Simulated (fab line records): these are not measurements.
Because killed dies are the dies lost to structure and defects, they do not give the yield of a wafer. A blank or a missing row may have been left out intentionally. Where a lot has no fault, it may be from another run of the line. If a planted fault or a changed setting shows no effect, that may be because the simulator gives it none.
A lot that was struck, set against a sound lot    flow n5-finfet    44 out of 1938 route steps
Sound: these wafers, L823.1, L823.4, L823.5. Struck: wafer L832.5 (left out: L832.6, a lot-mate that was not struck); the cause follows at the end.
Each step with rows lists, per side, the tool, then ch with its chambers, then its first start. Under that, the readings that differ: sound wafers    struck wafers    difference of the means    sigmas: that difference in standard deviations of wafers without a fault.
alike: readings whose means differ by less than 2 such deviations, and words and numbers that are the same on both sides. not compared: withheld readings, readings that some wafer has no value for, bounds like >300 that may hide the same value, and numbers for which the record gives no deviation and whose values overlap.
Wherever a step has rows on one side only, a row that says differs or no value, or a row with sigmas, the two part there. Numbers that don't overlap but have no deviation are shown without sigmas and don't part them. A reading that every wafer of one side lacks parts them only if that side has two wafers or more.

first, 1 step without rows for these wafers: N5_BEOL_M5_ANNEAL_89 (time 1800 s).
N5_BEOL_M5_SPUTTER_90: material Cu, target thk 4.5 nm, time 8.29 s.
  sound: pvd-sputter-02 at day 9 06:47; struck: pvd-sputter-03 at day 11 11:58
  alike: chamber-pressure-pa, chuck-gas-flow-sccm, susceptor-temp-C, throttle-valve-pct
then, 2 steps without rows for these wafers: N5_BEOL_M5_ECD_50 (material Cu, target thk 300 nm); N5_BEOL_M5_ANNEAL_51 (time 90 s).
N5_BEOL_M5_CMP_52: polishes, stops on SiCOH lowk, t overpolish 6.9 s, target thk 62 nm.
  sound on cmp-01 ch 1,3, day 9 07:20; struck on cmp-01 ch 1, day 11 12:35
reading                       sound           struck  difference  sigmas
barrier-field-endpoint-s (s)  24.0 22.9 24.8  26.0    +2.1        +3
time-to-endpoint-s (s)        57 53 60        66      +9          +2
  alike: motor-current-A, overpolish-run-s
  not compared: pad-life-wafers
N5_BEOL_M5_THK_MEAS_53: measures by xrf.
  sound: film-metro-01 at day 9 07:35; struck: film-metro-02 at day 11 12:43
  alike: M5_THK
N5_BEOL_M5_PRE_CLEAN_77: time 15 s.
  sound on cvd-co-01 ch 0,1, day 9 07:37; struck on cvd-co-02 ch 1, day 11 12:47
  alike: heater-power-w
  not compared: susceptor-temp-C
then, 3 steps without rows for these wafers: N5_BEOL_M5_CO_CAP_78 (material Co, precursor CCTBA/H2, target thk 2 nm, time 102.1 s); N5_BEOL_M5_PRE_CLEAN_55 (time 15 s); N5_BEOL_M5_DEP_56 (deposits SiCN from 3MS/NH3, target thk 8 nm, time 14 s).
N5_BEOL_M5_RS_MEAS_57: the measuring method here is four-point-probe.
  sound: film-metro-01 at day 9 07:51; struck: film-metro-01 at day 11 12:59
  alike: M5_RS
N5_BEOL_M5_INSPECT_58: inspects for defects (darkfield).
  sound: defect-inspect-02 at day 9 07:52; struck: defect-inspect-01 at day 11 13:01
  alike: raw-defect-count
N5_BEOL_M6_ILD_DEP_00: deposits SiCOH lowk from DEMS/porogen, target thk 179.75 nm, time 33.4 s.
  sound on pecvd-02 ch 0,2, day 9 07:55; struck on pecvd-03 ch 1, day 11 13:04
reading                                             sound              struck  difference  sigmas
model.SiCOH_lowk_of_BEOL_M6_ILD_DEP_00.thk-nm (nm)  177.8 181.6 182.6  198     +17         
  alike: heater-power-w, showerhead-plenum-p-Torr, susceptor-temp-C, throttle-valve-pct
N5_BEOL_M6_CURE_74: cures SiCOH lowk, time 240 s.
  sound on uv-cure-02 ch 1, day 9 07:58; struck on uv-cure-03 ch 1, day 11 13:26
  alike: lamp-power-pct, wafer_temp_C_max
N5_BEOL_M6_THK_MEAS_01:
  sound: film-metro-01 at day 9 08:29; struck: film-metro-02 at day 11 13:37
reading          sound              struck  difference  sigmas
M6_ILD_THK (nm)  153.4 156.4 157.4  170.8   +15.1       +8
then, 10 steps without rows for these wafers: N5_BEOL_M6_PECVD_70 (deposits SiO2 from TEOS/O2, target thk 20 nm, time 22.7 s); N5_BEOL_M6_HM_DEP_02 (deposits TiN, target thk 20 nm); N5_BEOL_M6_COAT_59 (time 60 s, resist thk 100 nm); N5_BEOL_M6_COAT_60 (time 60 s, resist thk 35 nm); N5_BEOL_M6_COAT_05 (resist thk 90 nm); N5_BEOL_M6_EBR_07; N5_BEOL_M6_SOFTBAKE_06 (time 60 s); N5_BEOL_M6_EXPOSE_08 (exposes mask M6); N5_BEOL_M6_PEB_09 (peb time 60 s); N5_BEOL_M6_DEVELOP_10 (develop time 30 s).
N5_BEOL_M6_CD_MEAS_11 targets a cd of 38.5 nm.
  sound on cd-sem-02 ch 0, day 9 09:21; struck on cd-sem-01 ch 0, day 11 15:53
  alike: cd-nm
N5_BEOL_M6_OVL_MEAS_12:
  sound on overlay-02 ch 0, day 9 09:23; struck on overlay-01 ch 0, day 11 15:55
  alike: M6_OVL
N5_BEOL_M6_INSPECT_13: inspects for defects (brightfield).
  sound: defect-inspect-02 at day 9 09:24; struck: defect-inspect-02 at day 11 15:56
  alike: raw-defect-count
then, 2 steps without rows for these wafers: N5_BEOL_M6_DESCUM_16 (chemistry O2, time 7.9 s); N5_BEOL_M6_ETCH_61 (etches SiARC in CF4, target depth 45.5 nm, time 75.8 s).
N5_BEOL_M6_ETCH_62: etches SOC in N2/H2, target depth 110 nm, overetch 22 nm, time 165 s.
  sound on rie-diel-03 ch 0,1,3, day 9 09:32; struck on rie-diel-05 ch 3, day 11 16:08
  alike: drypump-motor-current-A, oes-product-au, rf-vpp-V, showerhead-plenum-p-Torr, throttle-valve-pct
  not compared: rf-hours-counter-h
then, 4 steps without rows for these wafers: N5_BEOL_M6_STRIP_68 (strips in N2/H2); N5_BEOL_M6_STRIP_67 (strips in CF4); N5_BEOL_M6_HM_OPEN_17 (chemistry Cl2/BCl3, target TiN, target depth 20 nm, overetch 6 nm); N5_BEOL_M6_STRIP_19 (strips in O2).
N5_BEOL_M6_CD_MEAS_18: pitch 80 nm, target cd 40 nm.
  sound: cd-sem-02 at day 9 09:55; struck: cd-sem-01 at day 11 16:26
  alike: cd-nm
then, 6 steps without rows for these wafers: N5_BEOL_M6_COAT_63 (time 60 s, resist thk 60 nm); N5_BEOL_M6_COAT_64 (time 60 s, resist thk 12 nm); N5_BEOL_M6_COAT_71 (time 60 s, resist thk 5 nm); N5_BEOL_M6_COAT_22 (resist thk 30 nm); N5_BEOL_M6_EBR_24; N5_BEOL_M6_SOFTBAKE_23 (time 60 s).
N5_BEOL_M6_CMP_52: polishes, stops on SiCOH lowk, t overpolish 6.9 s, target thk 80 nm.
  sound on cmp-01 ch 0,2,3, day 9 14:44; struck on cmp-04 ch 2, day 11 22:02
reading                                             sound              struck  difference  sigmas
model.SiCOH_lowk_of_BEOL_M6_ILD_DEP_00.thk-nm (nm)  150.4 153.6 154.6  168     +15         
  alike: motor-current-A
  not compared: pad-life-wafers
-- the record jumps here: 3 days lie between the struck wafers' starts before and after (it left off in module BEOL_M6 and takes up again in module PASSIVATION, whose first step shown is number 1936 of the route) --
N5_PASSIVATION_PROBE_49:
  sound: prober-02 at day 13 01:34; struck: prober-01 at day 15 09:43
reading              sound     struck  difference  sigmas
killed-at-front-end  22 19 27  49      +26         +3
  alike: defect-limited-yield, killed_at_M0_to_M3, killed_at_M4_up, killed-at-contacts, killed-at-other, killed-dies, killed-open, killed-short, sort_bin_4_leakage, sort_bin_5_function, sort_bin_6_memory, sort_bin_8_speed, sort-n-pass, sort-yield-pct

WHERE THEY PART
First at N5_BEOL_M5_CMP_52; last, within this record, at N5_PASSIVATION_PROBE_49.

WHY: what the simulator had put in
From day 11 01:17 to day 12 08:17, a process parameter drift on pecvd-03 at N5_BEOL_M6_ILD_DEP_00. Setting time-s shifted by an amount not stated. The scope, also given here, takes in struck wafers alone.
